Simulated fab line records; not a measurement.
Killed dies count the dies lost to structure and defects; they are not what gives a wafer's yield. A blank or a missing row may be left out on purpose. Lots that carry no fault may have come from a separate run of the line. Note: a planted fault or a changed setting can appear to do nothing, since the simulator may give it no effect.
fab line records	flow nand_harc
record: lots: 11	wafers: 33	last_day: 25
route steps=1159 shown A_SGD_CUT@777 A_SLIT@794 END@1159
lots that met no fault: taken from a fault-free run of the same line
start_h: hours from the record's first day to the start of the lot's first wafer shown	wait_h: hours since the lot's step before	" as in the row above	L1.1+2: one row covering several wafers at once	- either no value or no given start	* or withheld: withheld	< > ~ a bound
route shown NAME@n: a module of which the file shows steps, and the number in the route of the first	usual: mean/standard deviation taken from wafers without a fault	same: alike in all rows	chamber/n: place in a boat	sites: per-site readings	_std_site: their standard deviation	_edge_site: inner sites' mean taken away from outer sites' mean	radius_mm: for every site, how far away it sits from the centre of the wafer	mask NAME#n: copy n	behind: the tool/chamber that last shaped the wafer	hold: the reason the lot was held/the length of the hold in hours/how it ended	device: whichever transistor did not switch (one of n, p or np)	end of line: the same wafers' tests at the end of the route	step lacking rows: just its recipe	killed: the dies lost at the first sort to structure and to defects; this is not the yield of the wafer	map: dies across one wafer; x = killed, . = not, _ = none there
set.NAME: the run value of the setting; set.NAME@STEP: its run value at that earlier step	model.NAME: the simulator's own value behind a step, which no gauge read
the route's steps for a sample of lots (tables are steps, rows are wafers)
services: a tool's chamber out of use, with start hour (start_h, from the record's first day; less than 0 if before it), hours out, and reason
== steps ==
step: NHARC_A_SGD_CUT_STRIP_28
recipe: time_s: 20	o2_flow_sccm: 500	ar_flow_sccm: 0	bias_w: 0	chemistry: O2
usual: drypump_motor_current_A: 5.7/0.49	oes_product_au: 0.996/0.011	rf_vpp_V: 57.6/0.93	showerhead_plenum_p_Torr: 3.46/0.14	throttle_valve_pct: 17.036/0.01
lot.wafer	tool	chamber	start_h	wait_h	drypump_motor_current_A	oes_product_au	rf_hours_counter_h	rf_vpp_V	showerhead_plenum_p_Torr	throttle_valve_pct
L429.3	rie_diel-12	1	-	-	5.2	1.004	12	58.4	3.41	17.040
L429.4	"	2	"	"	6.2	0.976	13	59.0	3.71	17.039
L429.5	"	2	"	"	6.2	0.985	-	56.9	3.71	17.024
L431.2	rie_diel-03	0	-	-	5.5	0.980	9	57.5	3.31	17.043
L431.3	"	2	"	"	6.3	0.997	8	58.8	3.61	17.051
L431.6	"	3	"	"	5.7	0.987	-	59.4	3.68	17.028
L434.4	rie_diel-12	3	-	-	5.0	1.000	14	58.5	3.40	17.026
L434.1	"	1	"	"	5.1	0.999	13	58.2	3.41	17.041
L434.5	"	2	"	"	6.2	0.982	-	56.4	3.71	17.043
L436.4	rie_diel-03	0	-	-	5.5	0.985	13	56.5	3.30	17.040
L436.2	"	1	"	"	5.4	0.981	13	56.7	3.40	17.040
L436.6	"	0	"	"	5.5	0.984	-	58.2	3.30	17.046
L442.2	rie_diel-03	2	-	-	6.3	0.987	16	57.8	3.60	17.030
L442.4	"	3	"	"	5.7	1.003	14	57.8	3.68	17.047
L442.5	"	2	"	"	6.3	0.985	-	59.6	3.60	17.032
L444.3	rie_diel-07	3	-	-	6.6	1.006	12	58.1	3.36	17.038
L444.6	"	1	"	"	5.7	0.995	-	55.9	3.31	17.045
L444.5	"	2	"	"	6.5	1.000	-	57.8	3.48	17.029
L447.3	rie_diel-12	1	-	-	5.2	1.011	5	57.5	3.40	17.021
L447.6	"	3	"	"	5.0	0.988	-	58.1	3.39	17.031
L447.5	"	0	"	"	5.7	1.000	-	57.6	3.32	17.054
L449.3	rie_diel-07	0	-	-	5.4	0.998	1	56.3	3.62	17.029
L449.1	"	3	"	"	6.7	1.005	1	57.7	3.36	17.034
L449.6	"	1	"	"	5.7	0.981	-	57.3	3.31	17.037
L452.2	rie_diel-12	1	-	-	5.2	1.022	7	58.2	3.40	17.054
L452.1	"	2	"	"	6.2	0.992	5	58.9	3.70	17.041
L452.6	"	0	"	"	5.7	1.015	-	56.8	3.32	17.029
L450.3	rie_diel-03	0	-	-	5.5	0.992	6	58.3	3.30	17.027
L450.1	"	1	"	"	5.4	0.988	8	56.0	3.39	17.022
L450.5	"	0	"	"	5.5	0.991	-	57.2	3.30	17.056
L451.2	rie_diel-12	0	-	-	5.7	0.995	7	57.2	3.32	17.041
L451.4	"	1	"	"	5.2	1.000	8	58.6	3.40	17.038
L451.5	"	0	"	"	5.7	0.993	-	59.0	3.32	17.034
step: NHARC_A_SLIT_ETCH_24
recipe: target_depth_a: 1210	time_s: 60.5	cf4_flow_sccm: 100	chf3_flow_sccm: 30	ar_flow_sccm: 0	rf_w: 500	bias_w: 200	chemistry: CF4/CHF3
usual: drypump_motor_current_A: 5.4/0.37	oes_product_au: 0.965/0.016	rf_vpp_V: 370.6/2.5	showerhead_plenum_p_Torr: 1.58/0.063	throttle_valve_pct: 16.802/0.0083
lot.wafer	tool	chamber	start_h	wait_h	drypump_motor_current_A	oes_product_au	rf_hours_counter_h	rf_vpp_V	showerhead_plenum_p_Torr	throttle_valve_pct
L429.3	rie_diel-13	0	321.51	0.1	5.3	0.962	1.4	375.1	1.68	16.799
L429.4	"	1	"	"	5.9	0.959	1.2	371.8	1.58	16.800
L429.5	"	0	"	"	5.2	0.952	-	373.7	1.68	16.800
L431.2	rie_diel-13	0	322.14	0.1	5.2	0.963	1.9	374.1	1.68	16.797
L431.3	"	1	"	"	5.9	0.980	1.7	370.6	1.58	16.785
L431.6	"	2	"	"	5.2	0.966	-	368.2	1.50	16.800
L434.4	rie_diel-01	0	336.05	0.1	4.9	0.976	0.3	370.3	1.59	16.795
L434.1	"	1	"	"	4.8	0.970	0.3	371.2	1.57	16.813
L434.5	"	2	"	"	5.7	0.991	-	369.8	1.57	16.812
L436.4	rie_diel-11	2	359.95	0.1	5.9	0.986	10.1	371.3	1.62	16.809
L436.2	"	0	"	"	5.4	0.952	9.1	366.8	1.49	16.802
L436.6	"	1	"	"	4.7	0.971	-	375.9	1.66	16.814
L442.2	rie_diel-11	1	392.50	0.1	4.7	0.959	1.5	373.1	1.66	16.808
L442.4	"	3	"	"	5.4	0.970	1.7	369.9	1.54	16.795
L442.5	"	0	"	"	5.4	0.959	-	368.8	1.49	16.803
L444.3	rie_diel-01	1	402.39	0.1	4.8	0.974	6.9	369.1	1.57	16.811
L444.6	"	3	"	"	5.3	0.964	-	368.1	1.48	16.805
L444.5	"	0	"	"	4.9	0.821	-	370.3	1.58	16.798
L447.3	rie_diel-11	2	430.44	0.1	5.9	0.973	3.7	373.2	1.62	16.799
L447.5	"	2	"	"	5.9	0.967	-	374.3	1.62	16.811
L447.6	"	3	"	"	5.4	0.981	-	369.2	1.53	16.794
L449.1	rie_diel-11	2	438.11	0.1	5.9	0.981	4.8	370.7	1.62	16.805
L449.3	"	0	"	"	5.5	0.971	5.7	367.8	1.49	16.797
L449.6	"	2	"	"	5.9	0.980	-	373.0	1.62	16.807
L452.1	rie_diel-11	2	458.21	0.1	5.9	0.968	6.7	372.4	1.62	16.800
L452.2	"	1	"	"	4.7	0.943	8.1	373.3	1.66	16.815
L452.6	"	2	"	"	5.9	0.970	-	372.5	1.62	16.815
L450.1	rie_diel-13	0	467.42	0.1	5.2	0.977	0.1	374.1	1.68	16.798
L450.3	"	1	"	"	5.9	0.977	0.1	370.8	1.58	16.805
L450.5	"	3	"	"	5.5	0.987	-	369.0	1.58	16.796
L451.2	rie_diel-13	2	469.43	0.1	5.2	0.948	0.6	368.0	1.50	16.798
L451.4	"	1	"	"	6.0	0.960	-	371.2	1.58	16.801
L451.5	"	2	"	"	5.2	0.954	-	369.3	1.50	16.811
step: NHARC_A_SLIT_ETCH_29
recipe: target_depth_a: 1000	overetch_a: 100	time_s: 55	ion_energy_ev: 100	cf4_flow_sccm: 80	o2_flow_sccm: 20	ar_flow_sccm: 0	rf_w: 300	bias_w: 100	chemistry: CF4/O2
usual: drypump_motor_current_A: 5.4/0.36	oes_product_au: 1.001/0.0099	rf_vpp_V: 197.8/1.3	showerhead_plenum_p_Torr: 1.33/0.054	throttle_valve_pct: 13.398/0.0089
lot.wafer	tool	chamber	start_h	wait_h	drypump_motor_current_A	oes_product_au	rf_hours_counter_h	rf_vpp_V	showerhead_plenum_p_Torr	throttle_valve_pct
L429.3	rie_diel-13	3	326.57	0.1	5.6	1.017	2	197.3	1.34	13.409
L429.4	"	0	"	"	5.2	1.007	2	199.9	1.43	13.401
L429.5	"	2	"	"	5.2	0.992	-	195.4	1.27	13.413
L431.3	rie_diel-01	2	328.29	0.1	5.7	1.017	0	198.7	1.34	13.386
L431.2	"	3	"	"	5.3	0.997	0	196.6	1.25	13.400
L431.6	"	0	"	"	4.9	1.014	-	198.5	1.35	13.400
L434.1	rie_diel-11	1	338.84	0.1	4.7	0.986	9	198.9	1.41	13.378
L434.4	"	0	"	"	5.5	0.987	-	196.5	1.26	13.403
L434.5	"	1	"	"	4.8	0.993	-	199.3	1.41	13.407
L436.2	rie_diel-11	3	362.74	0.1	5.4	1.011	10	197.7	1.30	13.385
L436.4	"	1	"	"	4.7	1.005	10	199.0	1.41	13.408
L436.6	"	3	"	"	5.4	1.008	-	197.4	1.30	13.398
L442.4	rie_diel-13	2	395.29	0.1	5.2	0.981	9	197.4	1.27	13.398
L442.2	"	1	"	"	5.9	1.000	8	199.0	1.34	13.405
L442.5	"	2	"	"	5.2	0.980	-	195.4	1.27	13.413
L444.3	rie_diel-11	3	405.31	0.1	5.4	1.008	3	198.5	1.30	13.400
L444.5	"	3	"	"	5.4	1.007	-	197.7	1.30	13.393
L444.6	"	0	"	"	5.4	1.010	-	195.0	1.26	13.408
L447.3	rie_diel-11	0	433.22	0.1	5.5	1.007	5	196.2	1.26	13.401
L447.5	"	3	"	"	5.4	0.999	-	198.2	1.30	13.399
L447.6	"	0	"	"	5.5	1.000	-	196.0	1.26	13.399
L449.1	rie_diel-13	2	443.47	0.1	5.2	0.971	11	195.7	1.27	13.399
L449.3	"	3	"	"	5.6	1.002	10	197.6	1.34	13.402
L449.6	"	3	"	"	5.6	1.007	-	198.6	1.34	13.390
L452.2	rie_diel-01	0	460.99	0.1	5.0	1.001	10	199.1	1.34	13.419
L452.1	"	2	"	"	5.7	1.009	8	197.8	1.33	13.395
L452.6	"	3	"	"	5.3	0.994	-	196.6	1.25	13.392
L450.1	rie_diel-01	0	470.22	0.1	5.0	1.005	10	197.7	1.34	13.392
L450.3	"	1	"	"	4.8	0.998	10	198.3	1.33	13.390
L450.5	"	0	"	"	5.0	0.996	-	197.7	1.34	13.390
L451.2	rie_diel-13	2	472.35	0.1	5.3	1.003	1	196.3	1.27	13.395
L451.4	"	2	"	"	5.3	1.003	-	196.3	1.27	13.400
L451.5	"	1	"	"	5.9	1.000	-	198.3	1.34	13.394
step: NHARC_A_SLIT_STRIP_18
recipe: o2_flow_sccm: 500	ar_flow_sccm: 0	bias_w: 0	chemistry: O2
usual: drypump_motor_current_A: 5.4/0.38	oes_product_au: 1.000/0.0099	rf_vpp_V: 57.8/0.87	showerhead_plenum_p_Torr: 3.52/0.13	throttle_valve_pct: 17.037/0.0097
lot.wafer	tool	chamber	start_h	wait_h	drypump_motor_current_A	oes_product_au	rf_hours_counter_h	rf_vpp_V	showerhead_plenum_p_Torr	throttle_valve_pct
L429.4	rie_diel-13	2	-	-	5.2	0.982	2	56.6	3.36	17.052
L429.3	"	3	"	"	5.6	0.998	2	57.0	3.54	17.041
L429.5	"	2	"	"	5.2	1.003	-	57.2	3.36	17.054
L431.2	rie_diel-01	3	-	-	5.3	1.008	0	57.7	3.32	17.020
L431.3	"	0	"	"	4.9	1.013	0	58.0	3.55	17.038
L431.6	"	2	"	"	5.7	1.007	-	58.5	3.53	17.031
L434.1	rie_diel-11	1	-	-	4.8	0.989	9	59.4	3.73	17.039
L434.4	"	1	"	"	4.8	1.002	-	57.3	3.73	17.044
L434.5	"	2	"	"	5.9	0.989	-	58.0	3.64	17.038
L436.2	rie_diel-11	0	-	-	5.5	1.005	10	57.2	3.35	17.036
L436.4	"	2	"	"	5.9	1.002	10	58.9	3.64	17.054
L436.6	"	0	"	"	5.5	0.995	-	57.6	3.35	17.052
L442.4	rie_diel-13	1	-	-	5.9	1.003	8	58.8	3.54	17.039
L442.2	"	3	"	"	5.6	1.019	8	59.7	3.54	17.041
L442.5	"	1	"	"	5.9	1.006	-	59.6	3.54	17.035
L444.3	rie_diel-11	0	-	-	5.4	0.997	3	58.4	3.35	17.044
L444.5	"	3	"	"	5.4	1.000	-	57.8	3.44	17.033
L444.6	"	0	"	"	5.5	0.995	-	57.2	3.35	17.026
L447.3	rie_diel-11	0	-	-	5.4	1.002	5	56.3	3.35	17.030
L447.5	"	1	"	"	4.8	0.987	-	58.7	3.72	17.050
L447.6	"	2	"	"	5.9	1.014	-	57.3	3.64	17.041
L449.1	rie_diel-13	2	-	-	5.2	0.988	11	56.7	3.36	17.042
L449.3	"	3	"	"	5.6	1.016	10	57.0	3.54	17.033
L449.6	"	2	"	"	5.2	0.979	-	57.3	3.36	17.039
L452.1	rie_diel-01	2	-	-	5.8	0.996	8	57.7	3.53	17.034
L452.2	"	0	"	"	5.0	0.995	10	56.5	3.55	17.042
L452.6	"	2	"	"	5.8	0.994	-	58.1	3.53	17.030
L450.1	rie_diel-01	1	-	-	4.8	0.988	10	57.5	3.51	17.029
L450.3	"	2	"	"	5.7	1.002	9	58.9	3.53	17.029
L450.5	"	1	"	"	4.8	0.990	-	57.4	3.51	17.038
L451.2	rie_diel-13	2	-	-	5.2	1.001	1	57.3	3.36	17.049
L451.5	"	3	"	"	5.6	1.017	-	59.1	3.54	17.038
L451.4	"	1	"	"	5.9	1.005	-	57.9	3.54	17.034
step: NHARC_END_SORT_01
recipe: temp_c: 25
usual: killed_at_array: 28/11	killed_at_other: 0.7/1.1	killed_at_periphery: 2.9/2	killed_dies: 32/11	killed_open: 3.2/1.8	killed_short: 2.0/1.4
same: gross_dies: 677
lot.wafer	tool	chamber	start_h	wait_h	killed_at_array	killed_at_other	killed_at_periphery	killed_dies	killed_open	killed_short
L444.3	prober-01	0	518.67	3.1	35	0	4	39	2	2
L444.5	prober-01	0	520.26	3.7	626	0	2	628	1	3
L444.6	prober-01	0	521.06	4.0	34	0	3	37	4	0
killed by level:class
L444.3 A_CHANNEL_HOLE_D1:chamber_film_flake=15 A_SLIT:chamber_film_flake=11 A_CONTACT:chamber_film_flake=5 P_ZERO_WELL:chamber_film_flake=3 P_CONTACT:geometric_particle:open=1 A_ONON_D1:geometric_particle:short=1 A_M0:geometric_particle:open=1 A_M0:geometric_particle:short=1
L444.5 A_SLIT:area_etch=583 A_CHANNEL_HOLE_D1:chamber_film_flake=22 A_SLIT:chamber_film_flake=13 A_CONTACT:chamber_film_flake=3 A_STAIRCASE:chamber_film_flake=2 P_GATE:geometric_particle:short=1 P_CONTACT:geometric_particle:short=1 A_ONON_D1:geometric_particle:open=1
L444.6 A_CHANNEL_HOLE_D1:chamber_film_flake=17 A_SLIT:chamber_film_flake=9 A_CONTACT:chamber_film_flake=5 P_CONTACT:geometric_particle:open=1 P_M0:geometric_particle:open=1 A_CONTACT:geometric_particle:open=1 A_M0:geometric_particle:open=1 P_GATE:chamber_film_flake=1
== services ==
tool	chamber	start_h	hours	kind
rie_diel-12	-	295.60	0.4	repair
rie_diel-07	2	297.35	8.5	repair
rie_diel-07	0	298.81	4.6	repair
rie_diel-12	1	300.57	6.0	repair
rie_diel-01	-	314.83	9.0	pm
rie_diel-07	0	324.68	1.6	repair
rie_diel-11	3	337.69	2.8	repair
rie_diel-11	3	344.24	1.4	repair
rie_diel-11	-	366.50	9.0	pm
rie_diel-12	-	379.43	9.0	pm
rie_diel-07	0	380.67	6.1	repair
rie_diel-12	2	390.66	11.2	repair
rie_diel-03	-	392.30	9.0	pm
rie_diel-11	2	399.75	4.5	repair
rie_diel-07	-	402.40	1.2	repair
rie_diel-03	0	417.05	9.7	repair
rie_diel-03	-	428.97	0.8	repair
rie_diel-01	1	433.01	8.9	repair
rie_diel-12	1	435.64	4.4	repair
rie_diel-01	2	436.82	6.7	repair
rie_diel-03	1	442.17	2.5	repair
rie_diel-13	-	453.23	9.0	pm
rie_diel-13	0	468.60	24.4	repair
rie_diel-03	3	472.58	4.9	repair
== key ==
first_sign: step: NHARC_A_SLIT_ETCH_24	reading: oes_product_au	direction: down	sigmas: 9.3	usual: 0.965	struck: 0.821
effect: step: NHARC_END_SORT_01	reading: killed_at_array	direction: up	sigmas: 54	usual: 28	struck: 626
more_kills_born_at: NHARC_A_SLIT_ETCH_24@rie_diel-01: 583
met_at NHARC_A_SLIT_ETCH_24
struck_lots L444
struck_wafers L444.5
later_rows_left_out L444.5
tester_left_out L444
not_acting_at NHARC_A_SGD_CUT_STRIP_28,NHARC_A_SLIT_ETCH_29,NHARC_A_SLIT_STRIP_18
onset_between 336.05 402.39
fault: kind: process_parameter_drift	tool: rie_diel-01	chamber: 0	onset_h: 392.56	steps: NHARC_A_SLIT_ETCH_24	channel: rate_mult	offset: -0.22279	shape: step	end_h: 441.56
tester_left_out: of these lots the tester's yield and bins aren't shown, on N5 and GAA mostly nor the transistor test; their killed dies are dies lost to structure and defects alone, not to doping, threshold or leakage, so they don't give the yield
later_rows_left_out: the simulator's readings of these wafers behind a module that went badly wrong aren't trusted and aren't shown, but for the sort
